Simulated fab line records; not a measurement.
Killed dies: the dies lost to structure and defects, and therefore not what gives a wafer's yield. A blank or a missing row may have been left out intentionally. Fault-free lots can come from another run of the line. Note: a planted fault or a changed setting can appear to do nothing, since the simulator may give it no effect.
Matching of chambers :: flow nand harc :: rie diel-13 running NHARC_A_SGD_CUT_ETCHBACK_24: 4 sister chambers
The step etches the open film in CH3F/O2, target depth 50 nm, time 92.857 s. 22 wafers are shown with their chamber, then 11 later ones without.

## WAFERS PAIRED WITH THEIR CHAMBERS
wafer: L075.3
chamber: 1
drypump motor current A (A): 5.0
showerhead plenum p Torr (Torr): 2.41
rf vpp V (V): 245.0

wafer: L075.4
chamber: 2
drypump motor current A (A): 6.2
showerhead plenum p Torr (Torr): 2.33
rf vpp V (V): 242.8

wafer: L075.6
chamber: 2
drypump motor current A (A): 6.2
showerhead plenum p Torr (Torr): 2.33
rf vpp V (V): 243.2

wafer: L078.3
chamber: 2
drypump motor current A (A): 6.2
showerhead plenum p Torr (Torr): 2.33
rf vpp V (V): 242.9

wafer: L078.4
chamber: 1
drypump motor current A (A): 5.0
showerhead plenum p Torr (Torr): 2.41
rf vpp V (V): 243.7

wafer: L078.5
chamber: 2
drypump motor current A (A): 6.1
showerhead plenum p Torr (Torr): 2.32
rf vpp V (V): 242.9

wafer: L079.2
chamber: 2
drypump motor current A (A): 6.2
showerhead plenum p Torr (Torr): 2.32
rf vpp V (V): 244.0

wafer: L079.4
chamber: 1
drypump motor current A (A): 5.0
showerhead plenum p Torr (Torr): 2.41
rf vpp V (V): 244.1

wafer: L079.5
chamber: 3
drypump motor current A (A): 5.1
showerhead plenum p Torr (Torr): 2.43
rf vpp V (V): 243.3

wafer: L081.1
chamber: 3
drypump motor current A (A): 5.1
showerhead plenum p Torr (Torr): 2.43
rf vpp V (V): 243.1

wafer: L081.3
chamber: 0
drypump motor current A (A): 5.7
showerhead plenum p Torr (Torr): 2.35
rf vpp V (V): 243.8

wafer: L081.5
chamber: 1
drypump motor current A (A): 5.0
showerhead plenum p Torr (Torr): 2.41
rf vpp V (V): 243.7

wafer: L084.2
chamber: 0
drypump motor current A (A): 5.7
showerhead plenum p Torr (Torr): 2.35
rf vpp V (V): 242.6

wafer: L084.4
chamber: 3
drypump motor current A (A): 5.1
showerhead plenum p Torr (Torr): 2.43
rf vpp V (V): 243.6

wafer: L084.6
chamber: 3
drypump motor current A (A): 5.1
showerhead plenum p Torr (Torr): 2.43
rf vpp V (V): 244.8

wafer: L083.3
chamber: 3
drypump motor current A (A): 5.1
showerhead plenum p Torr (Torr): 2.43
rf vpp V (V): 245.2

wafer: L083.4
chamber: 0
drypump motor current A (A): 5.7
showerhead plenum p Torr (Torr): 2.35
rf vpp V (V): 243.4

wafer: L083.6
chamber: 3
drypump motor current A (A): 5.1
showerhead plenum p Torr (Torr): 2.43
rf vpp V (V): 245.0

wafer: L086.1
chamber: 1
drypump motor current A (A): 5.0
showerhead plenum p Torr (Torr): 2.41
rf vpp V (V): 243.4

wafer: L086.2
chamber: 2
drypump motor current A (A): 6.2
showerhead plenum p Torr (Torr): 2.32
rf vpp V (V): 242.8

wafer: L086.4
chamber: 3
drypump motor current A (A): 5.1
showerhead plenum p Torr (Torr): 2.43
rf vpp V (V): 243.3

wafer: L089.1
chamber: 3
drypump motor current A (A): 5.1
showerhead plenum p Torr (Torr): 2.43
rf vpp V (V): 243.7

SIGNATURES (means of the wafers above)
reading: drypump motor current A
chamber 0: 5.700
chamber 1: 5.000
chamber 2: 6.183
chamber 3: 5.100
scatter within a chamber: 0.0215

reading: showerhead plenum p Torr
chamber 0: 2.3500
chamber 1: 2.4100
chamber 2: 2.3250
chamber 3: 2.4300
scatter within a chamber: 0.00289

reading: rf vpp V
chamber 0: 243.267
chamber 1: 243.980
chamber 2: 243.100
chamber 3: 244.000
scatter within a chamber: 0.687
Rule: a wafer's distance from a chamber is the root of the sum, over the readings, of the square of ((its reading less the chamber's mean) divided by the reading's scatter). The wafer belongs to the nearest chamber; if the next one is less than 2 further off, it can't be placed. The scatter is the square root of a quotient: the sum, over the shown wafers, of each reading's squared deviation from its chamber's mean, divided by wafers minus chambers.

## WAFERS WITH NO CHAMBER GIVEN
wafer: L089.3
drypump motor current A (A): 5.7
showerhead plenum p Torr (Torr): 2.35
rf vpp V (V): 242.5

wafer: L089.5
drypump motor current A (A): 5.0
showerhead plenum p Torr (Torr): 2.41
rf vpp V (V): 242.5

wafer: L091.1
drypump motor current A (A): 6.2
showerhead plenum p Torr (Torr): 2.32
rf vpp V (V): 242.5

wafer: L091.2
drypump motor current A (A): 5.7
showerhead plenum p Torr (Torr): 2.35
rf vpp V (V): 243.5

wafer: L091.4
drypump motor current A (A): 5.1
showerhead plenum p Torr (Torr): 2.41
rf vpp V (V): 244.3

wafer: L093.4
drypump motor current A (A): 6.2
showerhead plenum p Torr (Torr): 2.32
rf vpp V (V): 242.4

wafer: L093.5
drypump motor current A (A): 5.1
showerhead plenum p Torr (Torr): 2.43
rf vpp V (V): 245.7

wafer: L093.6
drypump motor current A (A): 5.0
showerhead plenum p Torr (Torr): 2.41
rf vpp V (V): 244.0

wafer: L096.2
drypump motor current A (A): 5.1
showerhead plenum p Torr (Torr): 2.43
rf vpp V (V): 243.4

wafer: L096.5
drypump motor current A (A): 6.2
showerhead plenum p Torr (Torr): 2.32
rf vpp V (V): 242.9

wafer: L096.6
drypump motor current A (A): 5.1
showerhead plenum p Torr (Torr): 2.42
rf vpp V (V): 244.0

## CHAMBER TAKEN BY EACH
wafer: L089.3
from the rows above: 0
in truth: 0

wafer: L089.5
from the rows above: 1
in truth: 1

wafer: L091.1
from the rows above: 2
in truth: 2

wafer: L091.2
from the rows above: 0
in truth: 0

wafer: L091.4
from the rows above: 1
in truth: 1

wafer: L093.4
from the rows above: 2
in truth: 2

wafer: L093.5
from the rows above: 3
in truth: 3

wafer: L093.6
from the rows above: 1
in truth: 1

wafer: L096.2
from the rows above: 3
in truth: 3

wafer: L096.5
from the rows above: 2
in truth: 2

wafer: L096.6
from the rows above: 3
in truth: 3
Correctly placed: 11 of 11. Left unplaced by these rows: 0. Placed wrongly: 0.
